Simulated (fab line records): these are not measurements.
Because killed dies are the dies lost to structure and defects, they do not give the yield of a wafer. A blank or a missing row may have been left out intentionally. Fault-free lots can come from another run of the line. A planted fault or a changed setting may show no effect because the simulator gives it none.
Chamber matching || flow nand harc || 4 sister chambers for NHARC_P_M0_STRIP_18 on rie diel-06
The step strips in N2/H2. 4 wafers are shown with their chamber, then 10 later ones without.

## WAFERS, EACH WITH ITS CHAMBER
{"wafer": "L084.1", "chamber": 3, "drypump motor current A (A)": 6.7}
{"wafer": "L088.2", "chamber": 1, "drypump motor current A (A)": 4.8}
{"wafer": "L086.1", "chamber": 0, "drypump motor current A (A)": 6.4}
{"wafer": "L086.2", "chamber": 2, "drypump motor current A (A)": 5.8}

## WAFERS MISSING THEIR CHAMBER
{"wafer": "L086.6", "drypump motor current A (A)": 4.8}
{"wafer": "L090.3", "drypump motor current A (A)": 5.7}
{"wafer": "L090.4", "drypump motor current A (A)": 6.4}
{"wafer": "L090.6", "drypump motor current A (A)": 4.8}
{"wafer": "L092.3", "drypump motor current A (A)": 6.4}
{"wafer": "L092.5", "drypump motor current A (A)": 5.8}
{"wafer": "L092.6", "drypump motor current A (A)": 4.8}
{"wafer": "L094.1", "drypump motor current A (A)": 4.8}
{"wafer": "L094.2", "drypump motor current A (A)": 5.8}
{"wafer": "L094.3", "drypump motor current A (A)": 6.7}

## EACH ONE'S CHAMBER
{"wafer": "L086.6", "from the rows above": 1, "in truth": 1}
{"wafer": "L090.3", "from the rows above": 2, "in truth": 2}
{"wafer": "L090.4", "from the rows above": 0, "in truth": 0}
{"wafer": "L090.6", "from the rows above": 1, "in truth": 1}
{"wafer": "L092.3", "from the rows above": 0, "in truth": 0}
{"wafer": "L092.5", "from the rows above": 2, "in truth": 2}
{"wafer": "L092.6", "from the rows above": 1, "in truth": 1}
{"wafer": "L094.1", "from the rows above": 1, "in truth": 1}
{"wafer": "L094.2", "from the rows above": 2, "in truth": 2}
{"wafer": "L094.3", "from the rows above": 3, "in truth": 3}
Correct placement for 10 of the 10. Not placeable from these rows: 0. Number placed wrongly: 0.
How it was worked out, from the rows above alone: a wafer's distance from a chamber is the root of the sum, over the readings, of the square of ((its reading less the chamber's mean) divided by the reading's scatter). The wafer belongs to the nearest chamber; if the next one is less than 2 further off, it can't be placed. For every chamber, the mean is computed from those of its wafers that are shown. The scatter: root of mean squared gap, hidden wafer to nearest shown wafer, with one shown wafer a chamber.
